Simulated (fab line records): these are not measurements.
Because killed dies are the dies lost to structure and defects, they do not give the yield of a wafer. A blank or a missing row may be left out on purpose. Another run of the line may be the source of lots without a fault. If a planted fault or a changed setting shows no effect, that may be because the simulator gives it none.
fab line records    flow n5-finfet
record lots=4  wafers=11  last-day=17
route steps=1938 shown BEOL_M0_SAQP@692 BEOL_M0_CUTY@701 BEOL_M4@1111
lots that met no fault: taken from a fault-free run of the same line
start-h: hours from the record's opening day to when the first of the lot's shown wafers began    wait-h: time in hours since the lot's previous step    " repeats the value in the row above    L1.1+2: a row that stands for several wafers    - no value present, or no start provided    * or withheld: withheld    < > ~ a bound
route shown NAME@n: names a module that has steps shown in the file, with the first one's number in the route    usual: average and standard deviation across the fault-free wafers    same: alike in all rows    chamber/n: place in a boat    sites: each site's reading    _std_site: the values' standard deviation    _edge_site: inner sites' mean taken away from outer sites' mean    radius-mm: for every site, how far away it sits from the centre of the wafer    mask NAME#n: copy n    behind: the most recent tool/chamber to have shaped the wafer    hold: what put the lot on hold/how long, in hours/how the hold closed    device: names the non-switching transistor (n, p or np)    end of line: the same wafers' tests at the end of the route    step lacking rows: just its recipe    killed: count of dies lost to structure and defects at first sort (not the wafer's yield)    map: dies across one wafer; x = killed, . = not, _ = none there
set.NAME: the setting the step ran with; set.NAME@STEP: the setting that earlier step ran with    model.NAME: the simulator's own value behind a step, which no gauge read
lots at selected steps of the route; one table per step, one row per wafer
services: the hour from which a tool's chamber was out of use, counted from the record's first day as start-h (under 0 if before that day), plus the number of hours and why
## steps
# step N5_BEOL_M0_SAQP_DESCUM_45
# recipe chemistry=O2  time-s=7  source-power-w=50  bias-power-w=20  pressure-mtorr=20  rf-frequency-hz=2.712e+07  temp-c=40  resist=CAR-EUV  o2-flow-sccm=225
# step N5_BEOL_M0_SAQP_ETCH_88
# recipe chemistry=N2/H2  target=underlayer  target-depth-a=65  time-s=5.2  ion-energy-ev=200  mask-material=CAR-EUV  pressure-mtorr=30  source-w=840  bias-w=150  n2-flow-sccm=200  h2-flow-sccm=200  ends=cleared
# step N5_BEOL_M0_SAQP_ETCH_73
# recipe chemistry=CF4  target=SiARC  target-depth-a=195  mask-material=CAR-EUV  time-s=32.5  ion-energy-ev=80  pressure-mtorr=40  source-w=545  bias-w=36  Ar_flow_sccm=100  cf4-flow-sccm=100  ends=cleared
# step N5_BEOL_M0_SAQP_CUT_ETCH_46
# recipe chemistry=N2/H2  target=SOC  target-depth-a=1350  overetch-a=270  temp-c=40  time-s=202.5  ion-energy-ev=200  mask-material=SiARC  pressure-mtorr=30  source-w=840  bias-w=150  n2-flow-sccm=200  h2-flow-sccm=200
# step N5_BEOL_M0_SAQP_STRIP_74
# recipe chemistry=N2/H2  temp-c=40  n2-flow-sccm=200  h2-flow-sccm=200  rf-frequency-hz=6e+07
# step N5_BEOL_M0_SAQP_STRIP_89
# recipe chemistry=N2/H2  temp-c=40  n2-flow-sccm=200  h2-flow-sccm=200  rf-frequency-hz=6e+07
# step N5_BEOL_M0_SAQP_ALD_48
# recipe material=SiO2  target-thk-a=200  temp-c=100  ald-precursor-family=BDEAS  ald-co-reactant=O2-plasma  pulse-time-s=1  co-reactant-pulse-time-s=1  purge-time-s=2  co-reactant-purge-time-s=2  ald-cycles=139  pressure-torr=2
# step N5_BEOL_M0_SAQP_ETCH_49
# recipe chemistry=CF4/O2  target-depth-a=370  target=SiO2  pressure-mtorr=40  source-w=535  bias-w=49  Ar_flow_sccm=100  cf4-flow-sccm=100  O2_flow_sccm=10  ion-energy-ev=100
# step N5_BEOL_M0_SAQP_STRIP_75
# recipe chemistry=CF4  resist=SiARC  power-w=300  bias-power-w=75  pressure-mtorr=50  cf4-flow-sccm=150  rf-frequency-hz=6e+07
# step N5_BEOL_M0_CUTY_COAT_50
# recipe resist=SiARC  temp-c=220  time-s=60  spin-rpm=1500  resist-thk-nm=15
# step N5_BEOL_M0_CUTY_COAT_51
# recipe resist=CAR-ArF-block  spin-rpm=1500  resist-thk-nm=150
# usual spin-speed-rpm=1499.6/0.9
lot.wafer  tool            chamber  start-h  wait-h  spin-speed-rpm  model.CAR-ArF-block_of_BEOL_M0_CUTY_COAT_51.thk-nm
L194.1     litho-track-03  0        153.22   -       1498.9          149.8
L194.2     "               0        "        "       1498.3          150.2
L194.6     "               0        "        "       1497.5          150.2
L201.2     litho-track-03  0        161.12   -       1455.3          152.8
L201.4     "               0        "        "       1456.4          152.8
L201.5     "               0        "        "       1456.4          153
L206.1     litho-track-03  0        188.35   -       1456.0          152.8
L206.4     "               0        "        "       1457.3          152.6
L206.5     "               0        "        "       1458.0          152.6
L214.3     litho-track-01  0        236.41   -       1497.8          150
L214.6     "               0        "        "       1500.2          150.2
# step N5_BEOL_M0_CUTY_EBR_52
# recipe solvent=PGMEA  ebr-width-mm=1.5
# step N5_BEOL_M0_CUTY_SOFTBAKE_53
# recipe temp-c=110  time-s=60  resist=CAR-ArF-block
# step N5_BEOL_M0_CUTY_EXPOSE_54
# recipe mask-id=M0_ABLK  na=1.35  source-shape=conventional  sigma-outer=0.8  polarization=unpolarized  dose-mj=36
# step N5_BEOL_M0_CUTY_PEB_55
# recipe peb-temp-c=110  peb-time-s=60  resist=CAR-ArF-block
# step N5_BEOL_M0_CUTY_DEVELOP_56
# recipe develop-time-s=30  developer=TMAH  resist=CAR-ArF-block  rinse-liquid=diw  dry=air-spin  dev-temp-c=23
# step N5_BEOL_M0_CUTY_DESCUM_61
# recipe chemistry=O2  time-s=7.9  source-power-w=50  bias-power-w=20  pressure-mtorr=20  rf-frequency-hz=2.712e+07  temp-c=40  resist=CAR-ArF-block  o2-flow-sccm=225
# step N5_BEOL_M0_CUTY_ETCH_62
# recipe chemistry=CF4  target=SiARC  mask-material=CAR-ArF-block  time-s=58.5  ion-energy-ev=80  pressure-mtorr=40  source-w=545  bias-w=36  Ar_flow_sccm=100  cf4-flow-sccm=100  ends=cleared
# usual drypump-motor-current-A=5.6/0.47  etch-rf-on-time-s=58.2/1.5  oes-product-au=0.68/0.084  rf-vpp-V=183.7/0.87  showerhead-plenum-p-Torr=2.11/0.045  throttle-valve-pct=15.6/0.31
lot.wafer  tool         chamber  start-h  wait-h  drypump-motor-current-A  etch-rf-on-time-s  oes-product-au  rf-hours-counter-h  rf-vpp-V  showerhead-plenum-p-Torr  throttle-valve-pct  model.CAR-ArF-block_of_BEOL_M0_CUTY_COAT_51.thk-nm
L194.1     rie-diel-06  3        153.69   0.0     6.0                      60.4               0.58            222                 183.5     2.12                      16.0                118.2
L194.2     "            2        "        "       4.9                      57.2               0.79            34                  185.6     2.16                      15.6                118.6
L194.6     "            0        "        "       5.7                      58.0               0.68            -                   184.0     2.07                      15.3                118.6
L201.2     rie-diel-06  2        161.47   0.0     4.9                      55.8               0.79            38                  184.6     2.16                      15.6                121.2
L201.4     "            0        "        "       5.7                      57.0               0.68            113                 183.0     2.07                      15.4                121
L201.5     "            2        "        "       4.9                      55.8               0.79            -                   184.4     2.16                      15.6                121.4
L206.1     rie-diel-03  1        188.97   0.0     5.9                      56.3               0.79            27                  183.7     2.18                      15.1                121.2
L206.4     "            3        "        "       5.8                      58.0               0.67            109                 183.3     2.15                      15.7                120.8
L206.5     "            2        "        "       5.8                      59.6               0.84            -                   185.8     2.28                      15.5                121
L214.3     rie-diel-06  1        237.19   0.0     5.7                      57.2               0.58            232                 183.5     2.12                      15.9                118.4
L214.6     "            0        "        "       5.8                      58.0               0.66            -                   183.6     2.07                      15.4                118.4
# step N5_BEOL_M0_CUTY_ETCH_63
# recipe chemistry=N2/H2  target=SOC  target-depth-a=827  overetch-a=165  mask-material=SiARC  temp-c=40  ion-energy-ev=200  time-s=124  pressure-mtorr=30  source-w=840  bias-w=150  n2-flow-sccm=200  h2-flow-sccm=200
# step N5_BEOL_M4_RC_MEAS_101
# usual DIBL_N=35.6/1.7  DIBL_P=35.0/2  IOFF_N=0.148/0.027  IOFF_P=0.19/0.032  ION_N=671/14  ION_P=460/9.1  SS_N=71.3/0.62  SS_P=73.0/0.64  VT_N=251/3.2  VT_P=-251.5/2.9
lot.wafer  tool       chamber  start-h  wait-h  DIBL_N[mV/V]  DIBL_P[mV/V]  IOFF_N[nA/um]  IOFF_P[nA/um]  ION_N[uA/um]  ION_P[uA/um]  SS_N[mV/dec]  SS_P[mV/dec]  VT_N[mV]  VT_P[mV]
L194.1     prober-02  0        199.78   0.0     35.3          35.6          0.144          0.17           665           456           70.9          73.0          252       -251.6
L194.2     "          0        "        "       35.4          36.0          0.151          0.18           679           456           70.8          73.7          250       -251.5
L194.6     "          0        "        "       32.9          33.6          0.115          0.15           676           458           70.5          73.3          255       -253.2
L201.2     prober-02  0        215.76   0.2     35.3          34.3          0.155          0.19           677           456           71.8          73.3          249       -252.8
L201.4     "          0        "        "       33.4          31.3          0.121          0.15           666           453           70.4          71.9          253       -255.4
L201.5     "          0        "        "       34.8          33.3          0.147          0.18           687           465           70.6          72.7          249       -249.8
L206.1     prober-02  0        252.98   0.0     36.7          37.1          0.193          0.23           668           456           72.4          73.8          244       -249.7
L206.4     "          0        "        "       35.1          35.5          0.163          0.20           681           469           71.4          73.2          248       -249.9
L206.5     "          0        "        "       32.4          32.3          0.122          0.17           662           453           71.3          72.7          253       -251.0
L214.3     prober-02  0        305.54   0.3     37.1          35.2          0.139          0.20           672           466           71.4          72.7          254       -249.0
L214.6     "          0        "        "       36.0          34.7          0.131          0.19           667           458           71.0          73.1          252       -251.6
## services
tool            chamber  start-h  hours  kind
litho-track-03  -        129.90   -      consumable-replace:filter
rie-diel-06     1        153.08   4.2    repair
rie-diel-03     2        157.10   -      clean
rie-diel-03     2        157.10   -      consumable-replace:esc
rie-diel-03     2        157.10   -      consumable-replace:focus-ring
rie-diel-03     2        157.10   -      consumable-replace:showerhead
rie-diel-03     2        157.10   28.5   scheduled-down
rie-diel-03     2        157.10   28.5   vent-cycle
rie-diel-03     2        201.74   28.7   repair
rie-diel-06     1        214.36   13.2   repair
rie-diel-03     -        219.88   28.1   pm
## key
first-sign step=N5_BEOL_M0_CUTY_COAT_51  reading=spin-speed-rpm  direction=down  sigmas=48  usual=*  struck=*
effect none on later readings
model-effect step=N5_BEOL_M0_CUTY_COAT_51  value=CAR-ArF-block_of_BEOL_M0_CUTY_COAT_51.thk-nm  without=150.6  struck=152.8
model-effect step=N5_BEOL_M0_CUTY_ETCH_62  value=CAR-ArF-block_of_BEOL_M0_CUTY_COAT_51.thk-nm  without=118.9  struck=121.1
met-at N5_BEOL_M0_CUTY_COAT_51
struck-wafers L201.2,L201.4,L201.5,L206.1,L206.4,L206.5
onset-between 153.22 161.12
fault kind=process-parameter-drift  tool=litho-track-03  chamber=-  onset-h=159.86  steps=N5_BEOL_M0_CUTY_COAT_51  channel=spin-rpm  offset=*  shape=step  end-h=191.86  acts-in=*  stated=*
